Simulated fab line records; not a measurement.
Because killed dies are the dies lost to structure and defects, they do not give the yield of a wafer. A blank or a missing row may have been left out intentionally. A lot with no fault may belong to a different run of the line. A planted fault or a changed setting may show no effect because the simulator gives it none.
Which tool is to blame? ; flow n5_finfet ; 35 wafers from 12 lots sampled at 4 of the route's 1938 steps

== WHAT EACH GAUGE READ, for each wafer ==
No reading from a measuring or inspecting step in the record can be judged against a usual standard deviation.

== WHICH TOOL RAN EACH LOT (tool, then ch and the chambers of the sampled wafers, then the start) ==
lot;N5_BEOL_M8_ALD_77;N5_MIM_TOP_ALD_00;N5_MIM_TOP_DEGAS_04;N5_PASSIVATION_PROBE_49
L931;ald_metal-01 ch 0,1,2, day 9 22:53;ald_hk-03 ch 1,2,3, day 12 02:28;pvd_sputter-01, day 12 03:38;-
L933;ald_metal-01 ch 0,1, day 10 07:00;ald_hk-02 ch 0,2,3, day 12 17:41;pvd_sputter-03, day 12 18:46;-
L932;ald_metal-01 ch 0,1,3, day 10 07:16;ald_hk-03 ch 2,3, day 13 01:41;pvd_sputter-02, day 13 02:33;-
L934;ald_metal-01 ch 0,1,3, day 11 04:14;ald_hk-02 ch 0,2,3, day 13 11:54;pvd_sputter-01, day 13 12:58;-
L936;ald_metal-03 ch 2,3, day 11 12:57;ald_hk-03 ch 1,2, day 13 23:05;pvd_sputter-02, day 14 00:07;-
L935;ald_metal-04 ch 0,3, day 11 13:21;ald_hk-03 ch 0,2, day 13 16:28;pvd_sputter-03, day 13 17:26;-
L939;ald_metal-03 ch 0,1, day 12 01:35;ald_hk-01 ch 0,1,2, day 14 13:50;pvd_sputter-03, day 14 15:19;-
L940;ald_metal-04 ch 1,2,3, day 12 06:05;ald_hk-01 ch 1,2,3, day 14 15:34;pvd_sputter-03, day 14 16:21;prober-02, day 15 03:17
L945;ald_metal-04 ch 0,3, day 14 00:03;ald_hk-01 ch 0,2,3, day 16 01:30;pvd_sputter-03, day 16 04:05;prober-01, day 16 17:56
L950;ald_metal-03 ch 0,1,2, day 14 11:01;ald_hk-01 ch 0,1,3, day 16 21:02;pvd_sputter-03, day 16 21:46;-
L952;ald_metal-01 ch 1,2,3, day 15 14:13;ald_hk-01 ch 2,3, day 17 18:56;pvd_sputter-01, day 17 20:08;prober-01, day 18 06:07
L954;ald_metal-03 ch 3, day 15 20:29;ald_hk-03 ch 0,3, day 18 04:21;pvd_sputter-02, day 18 05:13;-
- N5_BEOL_M8_ALD_77: deposits TaN, target thk 2 nm, pulse time 2 s, purge time 3 s.
- N5_MIM_TOP_ALD_00: deposits Al2O3, purge time 3 s, co reactant pulse time 3 s.
- N5_MIM_TOP_DEGAS_04: time 60 s.
- N5_PASSIVATION_PROBE_49

== WHAT THE TOOLS THEMSELVES READ (means of the sampled wafers that have a number; where no wafer has one, the mark that the record gives instead) ==
N5_BEOL_M8_ALD_77.
lot;tool;heater_power_w (W)
L931;ald_metal-01;429
L933;ald_metal-01;412
L932;ald_metal-01;417
L934;ald_metal-01;411
L936;ald_metal-03;417
L935;ald_metal-04;429
L939;ald_metal-03;363
L940;ald_metal-04;449
L945;ald_metal-04;483
L950;ald_metal-03;400
L952;ald_metal-01;445
L954;ald_metal-03;400

N5_MIM_TOP_ALD_00.
lot;tool;precursor_pulse_height_rel
L931;ald_hk-03;0.992
L933;ald_hk-02;1.011
L932;ald_hk-03;1.001
L934;ald_hk-02;0.984
L936;ald_hk-03;1.019
L935;ald_hk-03;0.988
L939;ald_hk-01;1.001
L940;ald_hk-01;0.994
L945;ald_hk-01;1.024
L950;ald_hk-01;0.999
L952;ald_hk-01;1.006
L954;ald_hk-03;0.982

N5_MIM_TOP_DEGAS_04.
lot;tool;heater_power_w (W)
L931;pvd_sputter-01;483
L933;pvd_sputter-03;459
L932;pvd_sputter-02;468
L934;pvd_sputter-01;509
L936;pvd_sputter-02;470
L935;pvd_sputter-03;478
L939;pvd_sputter-03;463
L940;pvd_sputter-03;462
L945;pvd_sputter-03;469
L950;pvd_sputter-03;455
L952;pvd_sputter-01;493
L954;pvd_sputter-02;452

N5_PASSIVATION_PROBE_49.
lot;tool;defect_limited_yield (%);killed_at_M0_to_M3;killed_at_M4_up;killed_at_contacts;killed_at_front_end;killed_at_other;killed_dies;killed_on_rim;killed_open;killed_short;sort_bin_5_function (%);sort_bin_6_memory (%);sort_bin_8_speed (%);sort_n_pass
L940;prober-02;83.7;33;117;6;36;1.3;193;25;57;32;9.4;4.0;0.0;987
L945;prober-01;84.6;30;105;19;26;1.7;181;29;58;31;8.8;3.6;0.0;999
L952;prober-01;91.2;39;10;9;43;2.7;104;17;64;40;5.8;2.7;0.0;1076

== THE ANSWER, worked out from the rows above alone ==
Rule: what is usual is taken from the lots themselves. Put in order of their means at a reading, lots are off if they are a third of the lots or fewer, leave a main group of 4 or more, and stand apart from it by a gap of 3 or more times the standard deviation of the main group's means; of several such gaps the widest counts. A main group whose means are all the same, to the digits that the tables above print for the reading, isn't used. A lot without any number at a reading at which 4 lots or more have one is off too. Where the step has rows for the other lots, those lots are counted as sound. First the gauges in route order, then the tools' own readings, where a lot's mean is used as printed above. The first step at which some lot is off is used, and at that step the reading that is off furthest; a lot without a number counts as furthest.
Across all readings shown, no lot is off: no conclusion can be drawn from this.

== WHAT THE SIMULATOR HAD INSERTED ==
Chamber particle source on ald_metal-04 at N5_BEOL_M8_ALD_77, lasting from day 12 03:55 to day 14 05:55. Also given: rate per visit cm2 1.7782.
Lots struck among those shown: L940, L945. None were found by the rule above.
